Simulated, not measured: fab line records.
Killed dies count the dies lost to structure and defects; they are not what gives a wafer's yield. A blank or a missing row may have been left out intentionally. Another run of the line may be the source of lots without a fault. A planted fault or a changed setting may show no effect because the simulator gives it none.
fab line records | flow nandHarc
record lots=6 | wafers=18 | lastDay=33
route steps=1302 shown THIN_TSV@1245
lots with no fault: from the same line, run without faults
startH: hours from the record's opening day to when the first of the lot's shown wafers began | waitH: hours from the lot's prior step to this one | " identical to the entry in the row above | L1.1+2: a row that stands for several wafers | - no value, or no start was given | * or withheld: withheld | < > ~ a bound
route shown NAME@n: NAME is a module with steps in the file, n the number in the route of the first one | usual: mean/standard deviation taken from wafers without a fault | same: alike in all rows | chamber/n: place in a boat | sites: readings site by site | _std_site: standard deviation of those values | _edge_site: mean of outer sites minus mean of inner sites | radiusMm: for every site, how far away it sits from the centre of the wafer | mask NAME#n: copy n | behind: the last tool/chamber to shape the wafer | hold: why the lot was held/for how many hours/how that ended | device: the transistor (n, p or np) that didn't switch | end of line: the route-end tests of the same wafers | where a step has no rows: the recipe by itself | killed: not the wafer's yield, but the dies lost to structure and defects at the first sort | map: dies across one wafer; x = killed, . = not, _ = none there
set.NAME: the setting as run; set.NAME@STEP: as run at that earlier step | model.NAME: the simulator's own value behind a step, which no gauge read
lots at some steps of the route; a table a step, a row a wafer
services: a tool's chamber out of use, with start hour (startH, from the record's first day; less than 0 if before it), hours out, and reason
## steps
# step NHARC_THIN_TSV_CMP_01
# recipe targetThkUm=3
# usual motorCurrentA=11.8/1.5
lot.wafer | tool   | chamber | startH | waitH | motorCurrentA
L115.1    | cmp-02 | 3       | 554.23 | 1.0   | 11.8
L115.3    | "      | 1       | "      | "     | 12.3
L115.6    | "      | 0       | "      | "     | 12.8
L126.1    | cmp-04 | 3       | 666.92 | 1.0   | 11.9
L126.4    | "      | 0       | "      | "     | 12.9
L126.3    | "      | 1       | "      | "     | 12.7
L127.1    | cmp-01 | 2       | 675.59 | 1.1   | 11.0
L127.6    | "      | 0       | "      | "     | 9.9
L127.5    | "      | 1       | "      | "     | 11.2
L128.3    | cmp-02 | 1       | 688.40 | 0.6   | 12.1
L128.1    | "      | 3       | "      | "     | 13.4
L128.6    | "      | 2       | "      | "     | 10.4
L134.1    | cmp-01 | 3       | 767.95 | 1.0   | 10.7
L134.3    | "      | 1       | "      | "     | 10.3
L134.6    | "      | 2       | "      | "     | 12.0
L136.2    | cmp-01 | 3       | 769.47 | 0.8   | 10.4
L136.4    | "      | 0       | "      | "     | 10.5
L136.5    | "      | 0       | "      | "     | 10.1
# step NHARC_THIN_TSV_THK_MEAS_02
# recipe thkMeasGauge=ir
# usual thkNm=2955/230
lot.wafer | tool         | chamber | startH | waitH | thkNm
L115.1    | filmMetro-02 | -       | 554.49 | -     | 3382
L115.3    | "            | -       | "      | "     | 3049
L115.6    | "            | -       | "      | "     | 2939
L126.1    | filmMetro-01 | -       | 667.18 | -     | 3004
L126.3    | "            | -       | "      | "     | 2869
L126.4    | "            | -       | "      | "     | 2672
L127.1    | filmMetro-01 | -       | 675.80 | -     | 2537
L127.5    | "            | -       | "      | "     | 3353
L127.6    | "            | -       | "      | "     | 3090
L128.1    | filmMetro-02 | -       | 688.67 | 0.2   | 2462
L128.3    | "            | -       | "      | "     | 2738
L128.6    | "            | -       | "      | "     | 2503
L134.1    | filmMetro-02 | -       | 768.19 | -     | 2985
L134.3    | "            | -       | "      | "     | 2741
L134.6    | "            | -       | "      | "     | 2762
L136.2    | filmMetro-01 | -       | 769.74 | -     | 3309
L136.4    | "            | -       | "      | "     | 3102
L136.5    | "            | -       | "      | "     | 3396
# step NHARC_THIN_TSV_SRD_03
# step NHARC_THIN_TSV_PRECLEAN_41
# recipe timeS=* | tempC=50 | bathAgeMin=0 | chemistry=SC1
# step NHARC_THIN_TSV_SRD_42
# step NHARC_THIN_TSV_DEP_43
# recipe targetThkA=13285 | tempC=withheld | pressureTorr=6.5 | rfW=900 | teosFlowSccm=161.4 | flowSccm=2650 | targetThkNm=1328.5 | gas=O2 | material=SiO2
# usual showerheadVppV=1858/90 | throttleValvePct=15.7/0.52
lot.wafer | tool     | chamber | startH | waitH | showerheadVppV | throttleValvePct
L115.3    | pecvd-04 | 0       | 554.72 | -     | 1781           | 15.6
L115.1    | "        | 1       | "      | "     | 1861           | 15.0
L115.6    | "        | 2       | "      | "     | 1905           | 16.2
L126.3    | pecvd-04 | 2       | 667.41 | -     | 1926           | 16.1
L126.1    | "        | 1       | "      | "     | 1858           | 15.2
L126.4    | "        | 1       | "      | "     | 1868           | 15.5
L127.1    | pecvd-04 | 1       | 676.02 | -     | 1861           | 15.5
L127.6    | "        | 1       | "      | "     | 1866           | 15.2
L127.5    | "        | 0       | "      | "     | 1752           | 15.2
L128.1    | pecvd-01 | 0       | 688.89 | -     | 2055           | 15.1
L128.3    | "        | 1       | "      | "     | 1779           | 16.9
L128.6    | "        | 2       | "      | "     | 1769           | 15.5
L134.3    | pecvd-04 | 2       | 768.41 | -     | 1907           | 16.5
L134.1    | "        | 1       | "      | "     | 1894           | 15.6
L134.6    | "        | 1       | "      | "     | 1881           | 15.8
L136.2    | pecvd-01 | 1       | 769.96 | -     | 1762           | 17.0
L136.5    | "        | 1       | "      | "     | 1767           | 17.0
L136.4    | "        | 2       | "      | "     | 1741           | 15.9
# step NHARC_THIN_TSV_DEHYDRATE_04
# recipe tempC=150 | timeS=120
# step NHARC_THIN_TSV_HMDS_05
# recipe timeS=30
# step NHARC_THIN_TSV_COAT_06
# recipe spinRpm=*
# step NHARC_THIN_TSV_SOFTBAKE_07
# recipe tempC=122 | timeS=95
# step NHARC_THIN_TSV_EBR_08
# step NHARC_THIN_TSV_EXPOSE_09
# recipe na=0.55 | doseMj=30.7 | maskId=TSV
# step NHARC_THIN_TSV_PEB_10
# recipe pebTempC=118 | pebTimeS=85
# usual chillPlateTempC=23.01/0.1 | exhaustPa=44.8/0.86
lot.wafer | tool          | chamber | startH | waitH | chillPlateTempC | exhaustPa
L115.1    | lithoTrack-05 | 0       | 555.34 | 0.1   | 23.08           | 45.9
L115.3    | "             | 0       | "      | "     | 22.98           | 46.3
L115.6    | "             | 0       | "      | "     | 23.14           | 45.3
L126.1    | lithoTrack-05 | 0       | 668.03 | 0.1   | 23.00           | 44.4
L126.3    | "             | 0       | "      | "     | 22.96           | 44.7
L126.4    | "             | 0       | "      | "     | 22.95           | 44.4
L127.1    | lithoTrack-05 | -       | 676.65 | 0.1   | -               | -
L127.5    | "             | -       | "      | "     | -               | -
L127.6    | "             | -       | "      | "     | -               | -
L128.1    | lithoTrack-07 | -       | 689.50 | 0.1   | -               | -
L128.3    | "             | -       | "      | "     | -               | -
L128.6    | "             | -       | "      | "     | -               | -
L134.1    | lithoTrack-02 | 0       | 769.17 | 0.1   | 23.04           | 44.0
L134.3    | "             | 0       | "      | "     | 23.02           | 44.5
L134.6    | "             | 0       | "      | "     | 22.90           | 46.1
L136.2    | lithoTrack-02 | 0       | 770.70 | 0.1   | 23.09           | 43.2
L136.4    | "             | 0       | "      | "     | 22.96           | 43.8
L136.5    | "             | 0       | "      | "     | 23.04           | 44.1
# step NHARC_THIN_TSV_DEVELOP_11
# recipe timeS=70
## services
tool          | chamber | startH | hours | kind
pecvd-04      | 0       | 540.41 | 10.6  | repair
pecvd-04      | 2       | 546.45 | 4.9   | repair
cmp-04        | -       | 568.24 | 1.0   | repair
lithoTrack-02 | -       | 577.00 | 7.0   | pm
cmp-01        | -       | 577.78 | 4.0   | pm
cmp-02        | -       | 582.44 | 1.7   | repair
lithoTrack-07 | -       | 601.00 | 7.0   | pm
cmp-04        | -       | 601.18 | 4.0   | pm
cmp-02        | -       | 624.58 | 4.0   | pm
pecvd-01      | 1       | 626.79 | 8.7   | repair
pecvd-04      | -       | 631.20 | 13.0  | pm
cmp-04        | -       | 657.15 | 0.9   | repair
pecvd-01      | -       | 673.21 | 13.0  | pm
cmp-01        | -       | 675.78 | 4.0   | pm
cmp-04        | -       | 681.07 | 2.2   | repair
cmp-04        | -       | 699.18 | 4.0   | pm
pecvd-01      | 1       | 706.78 | 9.3   | repair
cmp-02        | -       | 706.81 | 1.1   | repair
pecvd-04      | 0       | 713.04 | 29.9  | repair
cmp-02        | -       | 722.58 | 4.0   | pm
pecvd-01      | -       | 725.28 | 1.0   | repair
cmp-04        | -       | 748.23 | 2.3   | repair
lithoTrack-02 | -       | 752.00 | 7.0   | pm
cmp-01        | -       | 759.16 | 0.7   | repair
## key
firstSign step=NHARC_THIN_TSV_PEB_10 | reading=toolRecord | direction=missing
effect none on later readings
metAt NHARC_THIN_TSV_PEB_10
struckWafers L127.1,L127.5,L127.6,L128.1,L128.3,L128.6
laterRowsLeftOut L127.1,L127.5,L127.6,L128.1,L128.3,L128.6
sortLeftOut L127.1,L127.5,L127.6,L128.1,L128.3,L128.6
onsetBetween 668.03 676.65
fault kind=skippedStepWhole | tool=lithoTrack-05,lithoTrack-07 | chamber=- | onsetH=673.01 | steps=NHARC_THIN_TSV_PEB_10 | scope=struckLotsOnly
# sortLeftOut: the simulated sort isn't trusted on such a fault, so these wafers' sort isn't shown, and their yield isn't known
# laterRowsLeftOut: the simulator's readings of these wafers behind a module that went badly wrong aren't trusted and aren't shown, but for the sort
